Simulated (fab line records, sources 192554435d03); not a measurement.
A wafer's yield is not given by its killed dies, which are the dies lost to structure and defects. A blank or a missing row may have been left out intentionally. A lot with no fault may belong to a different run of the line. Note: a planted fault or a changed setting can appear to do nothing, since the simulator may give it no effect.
fab line records	flow n5_finfet
record: lots: 10	wafers: 30	last_day: 19
route steps=1938 shown FIN_CUT@167 STI_FIN_REVEAL@190 DUMMY_GATE@234 PASSIVATION@1936
lots that met no fault: taken from a fault-free run of the same line
start_h: hours from the record's first day to the start of the lot's first wafer shown	wait_h: time in hours since the lot's previous step	" identical to the entry in the row above	L1.1+2: several wafers, shown together as one row	- no value, or no start was given	* or withheld: withheld	< > ~ a bound
route shown NAME@n: a module of which the file shows steps, and the number in the route of the first	usual: average and standard deviation across the fault-free wafers	same: alike in all rows	chamber/n: place in a boat	sites: per-site readings	_std_site: their standard deviation	_edge_site: inner sites' mean taken away from outer sites' mean	radius_mm: how far each site lies from the wafer's centre	mask NAME#n: copy n	behind: the last tool/chamber to shape the wafer	hold: cause of the lot's hold/its duration in hours/its outcome	device: transistor that didn't switch, given as n, p or np	end of line: the route-end tests of the same wafers	for a step that has no rows: nothing shown but its recipe	killed: not the wafer's yield, but the dies lost to structure and defects at the first sort	map: per-die view of a wafer (x killed, . not killed, _ where there is no die)
set.NAME: setting as actually run; set.NAME@STEP: the setting as run at that earlier step	model.NAME: the simulator's own value behind a step, which no gauge read
the route's steps for a sample of lots (tables are steps, rows are wafers)
services: the hour from which a tool's chamber was out of use, counted from the record's first day as start_h (under 0 if before that day), plus the number of hours and why
== steps ==
step: N5_FIN_CUT_ETCH_30
recipe: chemistry: N2/H2	target: underlayer	target_depth_a: 130	mask_material: CAR-EUV	time_s: 10.4	ion_energy_ev: 200	pressure_mtorr: 30	source_w: 840	bias_w: 150	n2_flow_sccm: 200	h2_flow_sccm: 200	ends: cleared
usual: drypump_motor_current_A: 6.0/0.48	etch_rf_on_time_s: 10.4/0.33	oes_product_au: 0.65/0.05	rf_vpp_V: 523.7/2.3	showerhead_plenum_p_Torr: 2.54/0.072	throttle_valve_pct: 17.92/0.17
lot.wafer	tool	chamber	start_h	wait_h	drypump_motor_current_A	etch_rf_on_time_s	oes_product_au	rf_hours_counter_h	rf_vpp_V	showerhead_plenum_p_Torr	throttle_valve_pct
L318.2	rie_diel-06	0	35.36	0.0	6.5	10.4	0.60	245	526.9	2.60	18.04
L318.3	"	1	"	"	5.8	10.8	0.67	100	522.7	2.48	17.61
L318.5	"	3	"	"	5.6	9.9	0.66	-	526.0	2.66	17.90
L319.3	rie_diel-05	0	40.30	0.0	5.9	10.2	0.61	233	526.6	2.61	17.82
L319.4	"	1	"	"	5.7	10.8	0.62	-	520.2	2.44	18.17
L319.5	"	3	"	"	5.2	10.1	0.66	-	524.2	2.53	17.83
L322.1	rie_diel-02	2	58.16	0.0	5.8	9.9	0.63	172	522.3	2.54	17.86
L322.3	"	3	"	"	6.5	10.2	0.72	69	522.0	2.47	18.06
L322.4	"	2	"	"	5.8	9.8	0.64	-	523.1	2.54	17.87
L325.1	rie_diel-02	0	75.48	0.0	6.5	10.3	0.65	120	524.0	2.56	18.08
L325.2	"	1	"	"	5.7	11.0	0.62	147	524.7	2.65	17.87
L325.4	"	2	"	"	5.8	10.0	0.63	181	524.8	2.53	17.90
L326.1	rie_diel-05	1	84.48	0.0	5.7	10.9	0.62	174	520.8	2.44	18.18
L326.4	"	0	"	"	6.0	10.4	0.61	240	524.7	2.61	17.83
L326.5	"	3	"	"	5.2	10.1	0.65	-	524.8	2.53	17.84
L335.1	rie_diel-02	1	135.09	0.0	5.7	10.9	0.60	158	526.8	2.64	17.88
L335.2	"	2	"	"	5.9	10.2	0.61	200	524.1	2.53	17.92
L335.3	"	3	"	"	6.6	10.5	0.70	97	523.4	2.46	18.12
L337.2	rie_diel-02	2	146.61	0.0	5.8	10.1	0.60	203	525.2	2.52	17.92
L337.3	"	1	"	"	5.7	11.0	0.61	162	527.5	2.64	17.90
L337.4	"	3	"	"	6.5	10.5	0.68	100	520.9	2.46	18.12
L338.3	rie_diel-06	3	153.91	0.0	5.6	10.0	0.63	159	526.1	2.64	17.98
L338.4	"	0	"	"	6.5	10.2	0.78	25	524.5	2.59	17.63
L338.5	"	2	"	"	6.7	10.3	0.62	-	521.4	2.41	17.99
L339.2	rie_diel-05	1	159.73	0.0	5.7	11.0	0.60	196	520.1	2.43	18.20
L339.3	"	3	"	"	5.2	10.3	0.64	185	524.0	2.52	17.89
L339.5	"	3	"	"	5.2	10.3	0.64	-	524.5	2.52	17.87
L340.2	rie_diel-05	3	165.10	0.0	5.2	10.1	0.64	186	522.6	2.52	17.89
L340.4	"	2	"	"	6.7	10.5	0.60	222	522.4	2.53	17.85
L340.6	"	1	"	"	5.7	10.9	0.60	-	521.6	2.43	18.22
step: N5_STI_FIN_REVEAL_ETCHBACK_08
recipe: chemistry: C4F6/O2	target: SiO2	target_depth_a: 305	time_s: 10.167	ion_energy_ev: 250	pressure_mtorr: 30	source_w: 345	bias_w: 185	Ar_flow_sccm: 300	C4F6_flow_sccm: 10	O2_flow_sccm: 10
usual: O2_flow_sccm: 9.998/0.029	drypump_motor_current_A: 5.54/0.27	oes_ar_750_au: 0.76/0.075	oes_product_au: 0.75/0.08	rf_vpp_V: 657/10	showerhead_plenum_p_Torr: 2.84/0.095	throttle_valve_pct: 21.12/0.19
lot.wafer	tool	chamber	start_h	wait_h	O2_flow_sccm	drypump_motor_current_A	oes_ar_750_au	oes_product_au	rf_hours_counter_h	rf_vpp_V	showerhead_plenum_p_Torr	throttle_valve_pct
L318.2	rie_diel-01	0	42.14	0.3	9.966	5.37	0.75	0.75	151	666	2.95	21.03
L318.3	"	1	"	"	9.978	5.65	0.71	0.72	176	675	2.72	21.00
L318.5	"	3	"	"	10.001	5.27	0.70	0.70	-	648	2.78	21.13
L319.3	rie_diel-01	0	48.21	0.2	9.993	5.34	0.74	0.74	154	667	2.95	21.04
L319.4	"	2	"	"	9.980	5.78	0.77	0.77	150	660	2.74	21.23
L319.5	"	3	"	"	10.038	5.26	0.70	0.69	-	647	2.78	21.14
L322.1	rie_diel-03	1	65.38	0.2	9.939	5.85	0.72	0.71	197	656	2.97	21.49
L322.3	"	3	"	"	10.024	5.43	0.93	0.93	11	637	2.88	20.97
L322.4	"	2	"	"	9.985	4.94	0.71	0.70	237	640	2.72	21.61
L325.1	rie_diel-01	2	82.10	0.2	9.978	5.78	0.77	0.76	165	660	2.73	21.24
L325.2	"	0	"	"	9.979	5.35	0.74	0.74	169	666	2.95	21.06
L325.4	"	3	"	"	10.029	5.25	0.69	0.69	249	647	2.77	21.16
L326.1	rie_diel-01	2	91.38	0.3	10.032	5.76	0.76	0.75	169	659	2.73	21.23
L326.4	"	1	"	"	9.993	5.63	0.72	0.71	-	673	2.71	21.01
L326.5	"	0	"	"	10.016	5.34	0.74	0.73	-	666	2.94	21.06
L335.1	rie_diel-04	2	141.66	0.2	9.969	5.41	0.69	0.69	235	662	2.80	20.99
L335.2	"	3	"	"	9.990	5.22	0.76	0.74	158	663	2.83	20.99
L335.3	"	1	"	"	9.913	5.93	0.73	0.72	195	665	2.73	21.18
L337.2	rie_diel-03	3	153.24	0.2	10.014	5.41	0.86	0.88	44	636	2.87	21.03
L337.3	"	2	"	"	9.980	4.96	0.96	0.96	10	650	3.05	21.26
L337.4	"	1	"	"	9.987	5.84	0.69	0.68	228	655	2.95	21.52
L338.3	rie_diel-04	1	160.51	0.2	10.031	5.92	0.73	0.72	201	666	2.73	21.19
L338.4	"	2	"	"	9.980	5.41	0.69	0.69	242	660	2.80	21.02
L338.5	"	0	"	"	10.031	5.53	0.72	0.71	-	650	2.83	21.11
L339.2	rie_diel-01	3	166.61	0.2	10.004	5.23	0.90	0.90	25	646	2.76	20.83
L339.3	"	2	"	"	9.975	5.77	0.74	0.72	196	659	2.72	21.28
L339.5	"	3	"	"	10.033	5.24	0.89	0.90	-	646	2.76	20.82
L340.2	rie_diel-04	1	171.79	0.2	10.042	5.92	0.72	0.71	205	665	2.73	21.18
L340.4	"	3	"	"	9.996	5.22	0.74	0.75	169	663	2.82	21.01
L340.6	"	3	"	"	9.987	5.23	0.75	0.74	-	664	2.82	21.01
step: N5_STI_FIN_REVEAL_STRIP_35
recipe: chemistry: H3PO4	material: Si3N4	temp_c: 165	target_depth_a: 40	time_s: 39
lot.wafer	tool	chamber	start_h	wait_h
L318.2+3+5	wet_bench-01	0,4,3	47.50	0.2
L319.3+4+5	wet_bench-06	5,4,6	50.91	0.1
L322.1+3+4	wet_bench-06	3,4,0	68.08	0.2
L325.1+2+4	wet_bench-05	2,5,4	84.81	0.2
L326.1+4+5	wet_bench-01	7,4,3	94.10	0.2
L335.1+2+3	wet_bench-06	0,4,3	144.35	0.2
L337.2+3+4	wet_bench-01	5,3,6	156.36	0.6
L338.3+4+5	wet_bench-05	4,3,2	163.23	0.1
L339.2+3+5	wet_bench-01	4,3,7	169.34	0.2
L340.2+4+6	wet_bench-01	5,7,6	174.49	0.2
step: N5_STI_FIN_REVEAL_INSPECT_13
recipe: inspect_instrument: darkfield	mode: post_clean
usual: raw_defect_count: 11/4.9
lot.wafer	tool	chamber	start_h	wait_h	raw_defect_count
L318.2	defect_inspect-02	-	47.84	0.0	14
L318.3	"	-	"	"	6
L318.5	"	-	"	"	16
L319.3	defect_inspect-01	-	51.25	0.0	9
L319.4	"	-	"	"	6
L319.5	"	-	"	"	7
L322.1	defect_inspect-02	-	68.42	0.0	11
L322.3	"	-	"	"	12
L322.4	"	-	"	"	7
L325.1	defect_inspect-02	-	85.15	0.0	10
L325.2	"	-	"	"	10
L325.4	"	-	"	"	4
L326.1	defect_inspect-02	-	94.44	0.0	10
L326.4	"	-	"	"	11
L326.5	"	-	"	"	10
L335.1	defect_inspect-02	-	144.70	0.0	510
L335.2	"	-	"	"	9
L335.3	"	-	"	"	7
L337.2	defect_inspect-02	-	156.71	0.0	16
L337.3	"	-	"	"	7
L337.4	"	-	"	"	16
L338.3	defect_inspect-01	-	163.57	0.0	12
L338.4	"	-	"	"	10
L338.5	"	-	"	"	3
L339.2	defect_inspect-01	-	169.84	0.0	9
L339.3	"	-	"	"	17
L339.5	"	-	"	"	8
L340.2	defect_inspect-02	-	174.84	0.0	14
L340.4	"	-	"	"	11
L340.6	"	-	"	"	14
step: N5_DUMMY_GATE_DESCUM_20
recipe: chemistry: O2	time_s: 6.2	source_power_w: 50	bias_power_w: 20	pressure_mtorr: 20	rf_frequency_hz: 2.712e+07	temp_c: 40	resist: CAR-EUV	o2_flow_sccm: 225
usual: bias_power_w: 20.00/0.057	drypump_motor_current_A: 6.1/0.46	oes_product_au: 0.77/0.071	rf_vpp_V: 243.0/1.3	showerhead_plenum_p_Torr: 2.08/0.064	throttle_valve_pct: 20.47/0.19
lot.wafer	tool	chamber	start_h	wait_h	bias_power_w	drypump_motor_current_A	oes_product_au	rf_hours_counter_h	rf_vpp_V	showerhead_plenum_p_Torr	throttle_valve_pct
L318.2	rie_diel-06	3	57.57	0.4	20.02	5.6	0.75	130	245.9	2.19	20.62
L318.3	"	2	"	"	19.94	6.7	0.72	179	240.1	2.01	20.60
L318.5	"	2	"	"	19.97	6.7	0.72	-	242.7	2.00	20.59
L319.3	rie_diel-02	2	61.99	0.2	20.07	5.8	0.74	174	243.4	2.08	20.38
L319.4	"	1	"	"	20.06	5.7	0.74	-	243.5	2.19	20.42
L319.5	"	3	"	"	19.91	6.5	0.84	-	243.0	2.03	20.59
L322.1	rie_diel-02	2	77.09	0.1	19.93	5.8	0.73	182	242.9	2.07	20.44
L322.3	"	1	"	"	19.89	5.7	0.73	147	245.1	2.19	20.44
L322.4	"	0	"	"	19.98	6.5	0.76	121	243.9	2.10	20.67
L325.1	rie_diel-05	2	95.83	0.0	19.94	6.7	0.73	202	241.7	2.09	20.41
L325.2	"	1	"	"	20.02	5.7	0.72	177	241.9	1.99	20.56
L325.4	"	3	"	"	20.04	5.2	0.76	166	242.7	2.09	20.40
L326.1	rie_diel-02	0	104.22	0.0	19.96	6.5	0.75	130	241.9	2.10	20.69
L326.4	"	3	"	"	19.97	6.5	0.80	-	242.8	2.03	20.61
L326.5	"	0	"	"	20.09	6.5	0.74	-	244.1	2.10	20.68
L335.1	rie_diel-05	3	153.31	0.0	19.97	5.2	0.75	183	242.6	2.09	20.44
L335.2	"	0	"	"	20.08	5.9	0.98	2	245.0	2.14	19.93
L335.3	"	2	"	"	20.00	6.8	0.73	219	243.6	2.08	20.43
L337.2	rie_diel-06	0	167.75	0.4	19.98	6.4	0.91	29	243.2	2.14	20.19
L337.3	"	3	"	"	19.97	5.5	0.72	164	245.5	2.18	20.68
L337.4	"	2	"	"	20.00	6.7	0.70	214	242.3	1.99	20.67
L338.3	rie_diel-02	2	172.48	0.0	20.04	5.9	0.70	211	244.0	2.06	20.47
L338.4	"	3	"	"	19.91	6.6	0.78	108	242.2	2.02	20.64
L338.5	"	0	"	"	20.03	6.5	0.73	-	243.4	2.09	20.73
L339.2	rie_diel-06	0	179.76	0.2	19.95	6.4	0.92	32	245.6	2.14	20.19
L339.3	"	2	"	"	20.01	6.7	0.70	217	242.7	1.99	20.66
L339.5	"	1	"	"	20.00	5.8	0.76	-	243.5	2.02	20.18
L340.2	rie_diel-02	2	183.90	0.0	19.95	5.9	0.70	214	241.4	2.06	20.45
L340.4	"	0	"	"	20.07	6.6	0.73	152	243.3	2.09	20.72
L340.6	"	3	"	"	20.03	6.5	0.80	-	240.7	2.02	20.65
step: N5_PASSIVATION_PROBE_49
usual: killed_at_M0_to_M3: 33/11	killed_at_M4_up: 15/6.2	killed_at_contacts: 13/6.5	killed_at_front_end: 38/11	killed_at_other: 3.4/2.6	killed_dies: 102/17	killed_on_rim: 13/4.1	killed_open: 67/12	killed_short: 34/7.9
same: gross_dies: 1180	killed_at_back_side: 0
lot.wafer	tool	chamber	start_h	wait_h	killed_at_M0_to_M3	killed_at_M4_up	killed_at_contacts	killed_at_front_end	killed_at_other	killed_dies	killed_on_rim	killed_open	killed_short
L335.1	prober-02	-	420.13	0.0	37	20	6	157	1	221	32	69	38
L335.2	prober-02	-	420.18	0.1	34	20	9	47	4	114	11	66	46
L335.3	prober-02	-	420.23	0.1	38	27	14	29	0	108	14	68	37
L338.4	prober-02	-	455.89	0.2	26	14	4	31	1	76	5	52	24
killed by level:class
L335.1 STI_FIN_REVEAL:unspecified=110 BEOL_M4:geometric_particle:open=13 GATE_CUT:geometric_particle:short=12 FIN_SAQP:geometric_particle:short=10 BEOL_M0_SAQP:geometric_particle:open=10 BEOL_M2:geometric_particle:open=8 DUMMY_GATE:geometric_particle:open=7 FIN_SAQP:geometric_particle:open=6
L335.2 FIN_SAQP:geometric_particle:short=17 BEOL_M4:geometric_particle:open=11 BEOL_M3:geometric_particle:open=8 FIN_SAQP:geometric_particle:open=7 BEOL_M0_SAQP:geometric_particle:short=7 MOL_CONTACT_COAG:geometric_particle:open=7 GATE_CUT:geometric_particle:short=6 DUMMY_GATE:geometric_particle:open=6
L335.3 MOL_CONTACT_COAG:geometric_particle:open=12 BEOL_M0_SAQP:geometric_particle:short=11 BEOL_M2:geometric_particle:open=9 BEOL_M0_SAQP:geometric_particle:open=6 FIN_SAQP:geometric_particle:open=5 FIN_SAQP:geometric_particle:short=5 DUMMY_GATE:geometric_particle:open=5 BEOL_M4:geometric_particle:open=5
L338.4 BEOL_M1:geometric_particle:open=10 FIN_SAQP:geometric_particle:open=6 DUMMY_GATE:geometric_particle:open=6 STARTING-WAFER:geometric_particle:short=6 BEOL_M4:geometric_particle:open=4 BEOL_M3:geometric_particle:open=4 STARTING-WAFER:geometric_particle:open=4 DUMMY_GATE:geometric_particle:short=3
== services ==
tool	chamber	start_h	hours	kind
rie_diel-05	2	12.15	5.4	repair
rie_diel-03	0	17.95	3.1	repair
rie_diel-06	0	22.45	3.3	repair
rie_diel-05	2	23.83	1.7	repair
rie_diel-02	3	30.39	2.3	repair
rie_diel-05	2	30.47	19.7	repair
rie_diel-04	3	31.04	2.3	repair
rie_diel-01	-	37.50	1.2	repair
rie_diel-04	-	48.86	2.8	pm
rie_diel-05	-	51.87	28.1	pm
rie_diel-02	0	52.41	13.2	repair
rie_diel-04	0	55.90	3.5	repair
rie_diel-01	-	59.04	2.4	repair
rie_diel-01	3	71.90	8.0	repair
rie_diel-02	1	93.14	16.4	repair
rie_diel-01	1	97.91	3.7	repair
rie_diel-05	0	122.27	-	clean
rie_diel-05	0	122.27	-	consumable_replace:focus_ring
rie_diel-05	0	122.27	24.0	scheduled_down
rie_diel-05	0	122.27	24.0	vent_cycle
rie_diel-01	0	130.07	9.3	repair
rie_diel-01	-	130.59	0.9	repair
rie_diel-03	-	149.57	2.8	pm
rie_diel-04	0	165.31	3.0	repair
== key ==
first_sign: step: N5_STI_FIN_REVEAL_INSPECT_13	reading: raw_defect_count	direction: up	sigmas: 99+	usual: 11	struck: 510
effect: step: N5_PASSIVATION_PROBE_49	reading: killed_at_front_end	direction: up	sigmas: 11	usual: 38	struck: 157
more_kills_born_at: N5_STI_FIN_REVEAL_STRIP_35@wet_bench-06: 110
met_at N5_STI_FIN_REVEAL_STRIP_35
struck_lots L335
struck_wafers L335.1
tester_left_out L335
not_acting_at N5_FIN_CUT_ETCH_30,N5_STI_FIN_REVEAL_ETCHBACK_08,N5_DUMMY_GATE_DESCUM_20
onset_between 68.08 144.35
fault: kind: chamber_particle_source	tool: wet_bench-06	chamber: 0	onset_h: 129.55	steps: N5_STI_FIN_REVEAL_STRIP_35	rate_per_visit_cm2: 0.83439	end_h: 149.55
tester_left_out: of these lots the tester's yield and bins aren't shown, on N5 and GAA mostly nor the transistor test; their killed dies are dies lost to structure and defects alone, not to doping, threshold or leakage, so they don't give the yield
